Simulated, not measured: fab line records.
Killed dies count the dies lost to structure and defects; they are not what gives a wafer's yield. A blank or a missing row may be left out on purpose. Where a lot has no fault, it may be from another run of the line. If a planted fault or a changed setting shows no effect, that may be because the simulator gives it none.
fab line records	flow n5Finfet	part 2 of 2: steps 28 to 33 of 33
record lots=5	wafers=15	lastDay=17
route steps=1938 shown BEOL_M7@1321 BEOL_M8@1332
lots with no fault: from the same line, run without faults
startH: hours from the record's first day to the start of the lot's first wafer shown	waitH: hours elapsed since this lot's preceding step	" identical to the entry in the row above	L1.1+2: one row covering several wafers at once	- value missing, or start not given	* or withheld: withheld	< > ~ a bound
route shown NAME@n: names a module that has steps shown in the file, with the first one's number in the route	usual: mean and standard deviation over wafers with no fault	same: alike in all rows	chamber/n: place in a boat	sites: per-site readings	_std_site: how widely they spread, as a standard deviation	_edge_site: outer sites' mean less inner sites'	radiusMm: for every site, how far away it sits from the centre of the wafer	mask NAME#n: copy n	behind: the last tool/chamber to shape the wafer	hold: cause of the lot's hold/its duration in hours/its outcome	device: the transistor (n, p or np) that didn't switch	end of line: tests run on the same wafers once the route is complete	a step with no rows: only its recipe	killed: not the wafer's yield, but the dies lost to structure and defects at the first sort	map: per-die view of a wafer (x killed, . not killed, _ where there is no die)
set.NAME: the setting as run; set.NAME@STEP: as run at that earlier step	model.NAME: the simulator's own value behind a step, which no gauge read
a table for each step, a row for each wafer; lots at some steps of the route
services: the hour from which a tool's chamber was out of use, counted from the record's first day as startH (under 0 if before that day), plus the number of hours and why
## steps
# step N5_BEOL_M8_DESCUM_16
# recipe chemistry=O2	timeS=7.9	sourcePowerW=50	biasPowerW=20	pressureMtorr=20	rfFrequencyHz=2.712e+07	tempC=40	resist=CAR-ArF	o2FlowSccm=225
# usual drypumpMotorCurrentA=5.5/0.51	oesProductAu=0.80/0.086	rfVppV=243.6/1.5	showerheadPlenumPTorr=2.12/0.079	throttleValvePct=20.34/0.18
lot.wafer	tool	chamber	startH	waitH	drypumpMotorCurrentA	oesProductAu	rfHoursCounterH	rfVppV	showerheadPlenumPTorr	throttleValvePct
L079.3	rieDiel-01	0	234.79	0.4	4.9	0.72	211	243.4	2.09	20.64
L079.4	"	3	"	"	4.9	0.84	72	244.5	2.21	20.23
L079.5	"	0	"	"	4.9	0.72	-	243.1	2.09	20.63
L078.1	rieDiel-02	0	248.30	0.1	5.3	0.70	213	242.3	2.06	20.26
L078.3	"	1	"	"	5.7	0.75	161	241.5	2.00	20.31
L078.6	"	3	"	"	5.6	0.98	-	243.6	2.15	19.88
L080.2	rieDiel-01	2	268.19	0.0	6.4	0.84	75	245.0	2.22	20.36
L080.4	"	1	"	"	5.3	0.91	14	241.3	2.06	20.34
L080.5	"	1	"	"	5.3	0.93	-	244.0	2.06	20.36
L087.1	rieDiel-01	2	304.45	0.0	6.4	0.83	86	245.8	2.21	20.38
L087.2	"	1	"	"	5.3	0.89	24	241.9	2.06	20.35
L087.4	"	0	"	"	4.9	0.70	233	243.9	2.08	20.68
L093.2	rieDiel-01	2	332.56	0.0	6.4	0.83	97	244.4	2.21	20.40
L093.3	"	3	"	"	4.9	0.81	105	247.1	2.20	20.27
L093.6	"	2	"	"	6.4	0.82	-	244.8	2.21	20.40
# step N5_BEOL_M8_ETCH_61
# recipe chemistry=CF4	target=SiARC	targetDepthA=455	maskMaterial=CAR-ArF	timeS=75.8	ionEnergyEv=80	pressureMtorr=40	sourceW=545	biasW=36	Ar_flow_sccm=100	cf4FlowSccm=100	ends=cleared
# usual drypumpMotorCurrentA=5.5/0.52	etchRfOnTimeS=75.9/1.8	oesProductAu=0.68/0.073	rfVppV=184.4/1.2	showerheadPlenumPTorr=2.17/0.074	throttleValvePct=15.53/0.17
lot.wafer	tool	chamber	startH	waitH	drypumpMotorCurrentA	etchRfOnTimeS	oesProductAu	rfHoursCounterH	rfVppV	showerheadPlenumPTorr	throttleValvePct
L079.3	rieDiel-01	0	234.82	0.0	4.9	78.9	0.60	211	183.4	2.12	15.73
L079.4	"	3	"	"	4.9	75.1	0.71	72	184.5	2.25	15.34
L079.5	"	0	"	"	4.9	79.0	0.60	-	184.0	2.12	15.73
L078.1	rieDiel-02	0	248.34	0.0	5.3	75.1	0.61	213	183.7	2.14	15.62
L078.3	"	1	"	"	5.7	76.0	0.64	161	183.0	2.06	15.55
L078.6	"	3	"	"	5.7	73.7	0.84	-	186.1	2.21	15.12
L080.2	rieDiel-01	2	268.23	0.0	6.4	76.0	0.71	75	184.3	2.26	15.48
L080.4	"	1	"	"	5.3	75.5	0.79	14	183.6	2.10	15.41
L080.5	"	1	"	"	5.2	75.9	0.78	-	184.9	2.10	15.43
L087.1	rieDiel-01	2	304.49	0.0	6.4	76.4	0.69	86	184.8	2.26	15.50
L087.2	"	1	"	"	5.3	75.2	0.76	24	183.9	2.10	15.46
L087.4	"	0	"	"	4.9	79.8	0.58	233	183.7	2.11	15.76
L093.2	rieDiel-01	2	332.59	0.0	6.4	76.3	0.69	97	186.0	2.25	15.53
L093.3	"	3	"	"	4.9	75.9	0.67	105	187.4	2.24	15.41
L093.6	"	2	"	"	6.4	75.9	0.69	-	185.2	2.25	15.52
# step N5_BEOL_M8_ETCH_62
# recipe chemistry=N2/H2	target=SOC	targetDepthA=1100	overetchA=220	maskMaterial=SiARC	tempC=40	timeS=165	ionEnergyEv=200	pressureMtorr=30	sourceW=840	biasW=150	n2FlowSccm=200	h2FlowSccm=200
# usual drypumpMotorCurrentA=5.5/0.52	oesProductAu=0.68/0.068	rfVppV=524.6/2.7	showerheadPlenumPTorr=2.57/0.1	throttleValvePct=17.76/0.14
lot.wafer	tool	chamber	startH	waitH	drypumpMotorCurrentA	oesProductAu	rfHoursCounterH	rfVppV	showerheadPlenumPTorr	throttleValvePct
L079.3	rieDiel-01	0	234.88	0.0	4.9	0.61	211	521.6	2.50	17.85
L079.4	"	3	"	"	4.9	0.71	72	526.5	2.69	17.64
L079.5	"	0	"	"	4.9	0.61	-	524.8	2.49	17.86
L078.1	rieDiel-02	0	248.40	0.0	5.3	0.61	213	523.0	2.51	17.72
L078.3	"	1	"	"	5.7	0.63	161	520.7	2.44	17.75
L078.6	"	3	"	"	5.7	0.81	-	526.0	2.62	17.45
L080.2	rieDiel-01	2	268.28	0.0	6.4	0.71	75	526.6	2.70	17.83
L080.4	"	1	"	"	5.3	0.77	14	521.9	2.49	17.62
L080.5	"	1	"	"	5.3	0.78	-	521.7	2.49	17.63
L087.1	rieDiel-01	2	304.54	0.0	6.4	0.69	86	528.1	2.69	17.86
L087.2	"	1	"	"	5.3	0.74	24	521.8	2.49	17.67
L087.4	"	0	"	"	4.9	0.60	233	522.9	2.49	17.88
L093.2	rieDiel-01	2	332.65	0.0	6.4	0.69	97	527.6	2.69	17.89
L093.3	"	3	"	"	4.9	0.68	105	526.6	2.68	17.70
L093.6	"	2	"	"	6.4	0.68	-	526.1	2.69	17.88
# step N5_BEOL_M8_STRIP_68
# recipe chemistry=N2/H2	tempC=40	n2FlowSccm=200	h2FlowSccm=200	rfFrequencyHz=6e+07
lot.wafer	tool	chamber	startH	waitH
L079.3+4+5	rieDiel-01	0,3,0	235.01	0.1
L078.1+3+6	rieDiel-02	0,1,3	248.53	0.1
L080.2+4+5	rieDiel-01	2,1,1	268.42	0.1
L087.1+2+4	rieDiel-01	2,1,0	304.68	0.1
L093.2+3+6	rieDiel-01	2,3,2	332.79	0.1
# step N5_BEOL_M8_STRIP_67
# recipe chemistry=CF4	resist=SiARC	powerW=300	biasPowerW=75	pressureMtorr=50	cf4FlowSccm=150	rfFrequencyHz=6e+07
# usual drypumpMotorCurrentA=5.5/0.51	oesProductAu=0.80/0.079	rfVppV=271.5/1.6	showerheadPlenumPTorr=1.82/0.061	throttleValvePct=13.50/0.18
lot.wafer	tool	chamber	startH	waitH	drypumpMotorCurrentA	oesProductAu	rfHoursCounterH	rfVppV	showerheadPlenumPTorr	throttleValvePct
L079.3	rieDiel-01	0	235.02	0.0	4.9	0.72	211	271.8	1.77	13.70
L079.4	"	3	"	"	4.9	0.83	72	271.5	1.89	13.33
L079.5	"	0	"	"	4.9	0.72	-	270.7	1.77	13.70
L078.1	rieDiel-02	0	248.54	0.0	5.3	0.71	213	270.8	1.79	13.65
L078.3	"	1	"	"	5.7	0.76	161	270.0	1.72	13.51
L078.6	"	3	"	"	5.6	0.97	-	272.2	1.85	13.06
L080.2	rieDiel-01	2	268.43	0.0	6.4	0.83	75	272.2	1.88	13.42
L080.4	"	1	"	"	5.3	0.91	14	271.5	1.77	13.43
L080.5	"	1	"	"	5.3	0.91	-	270.2	1.77	13.41
L087.1	rieDiel-01	2	304.69	0.0	6.4	0.82	86	272.1	1.88	13.45
L087.2	"	1	"	"	5.3	0.89	24	271.0	1.77	13.44
L087.4	"	0	"	"	4.9	0.70	233	269.9	1.77	13.74
L093.2	rieDiel-01	2	332.80	0.0	6.4	0.81	97	270.9	1.88	13.46
L093.3	"	3	"	"	4.9	0.79	105	275.4	1.88	13.41
L093.6	"	2	"	"	6.4	0.82	-	274.4	1.88	13.47
# step N5_BEOL_M8_HM_OPEN_17
# recipe chemistry=Cl2/BCl3	targetDepthA=200	overetchA=60	target=TiN	maskMaterial=SOC	ionEnergyEv=150	pressureMtorr=10	icpW=1000	biasW=126	Cl2_flow_sccm=53.25	bcl3FlowSccm=21.75	Ar_flow_sccm=25
# usual drypumpMotorCurrentA=5.5/0.32	oesProductAu=0.65/0.084	throttleValvePct=22.12/0.22
lot.wafer	tool	chamber	startH	waitH	drypumpMotorCurrentA	oesProductAu	rfHoursCounterH	throttleValvePct
L079.3	rieMetal-01	1	235.09	0.1	5.2	0.59	-	22.47
L079.4	"	0	"	"	6.0	0.52	-	22.25
L079.5	"	0	"	"	6.0	0.51	-	22.24
L078.1	rieMetal-02	0	248.58	0.0	5.2	0.70	26	21.92
L078.3	"	0	"	"	5.2	0.70	-	21.92
L078.6	"	1	"	"	5.5	0.57	-	21.93
L080.2	rieMetal-02	0	268.47	0.0	5.1	0.70	28	21.93
L080.4	"	1	"	"	5.5	0.57	-	21.92
L080.5	"	1	"	"	5.5	0.57	-	21.90
L087.1	rieMetal-02	0	304.73	0.0	5.2	0.69	31	21.92
L087.2	"	1	"	"	5.5	0.56	99	21.94
L087.4	"	0	"	"	5.1	0.69	-	21.93
L093.2	rieMetal-03	1	332.84	0.0	5.5	0.73	16	22.07
L093.3	"	1	"	"	5.5	0.73	-	22.08
L093.6	"	0	"	"	6.0	0.59	-	22.35
## services
tool	chamber	startH	hours	kind
arfiScanner-01	-	212.22	4.9	pm
rtpAnneal-01	-	213.20	3.0	pm
arfiScanner-03	-	213.84	0.4	repair
arfiScanner-03	-	216.41	1.0	pm
rieDiel-01	-	218.42	14.6	pm
uvCure-02	-	218.70	7.5	pm
cmp-02	-	224.86	4.0	pm
uvCure-01	-	233.17	1.3	repair
arfiScanner-03	-	233.84	3.2	repair
arfiScanner-03	-	242.48	0.5	repair
uvCure-02	-	251.33	0.5	repair
pecvd-03	-	262.15	0.7	repair
uvCure-02	-	269.09	0.7	repair
cvdCo-01	0	273.32	15.6	repair
cvdCo-01	1	288.80	24.4	repair
cmp-04	-	290.14	1.1	repair
cvdCo-01	0	293.30	39.6	repair
rieMetal-02	0	294.22	2.1	repair
pecvd-01	1	294.60	5.9	repair
rieDiel-02	1	300.39	15.4	repair
pvdSputter-02	-	301.83	7.9	repair
rieDiel-02	3	305.25	2.1	repair
pecvd-01	2	323.02	8.5	repair
pecvd-02	1	329.19	4.8	repair
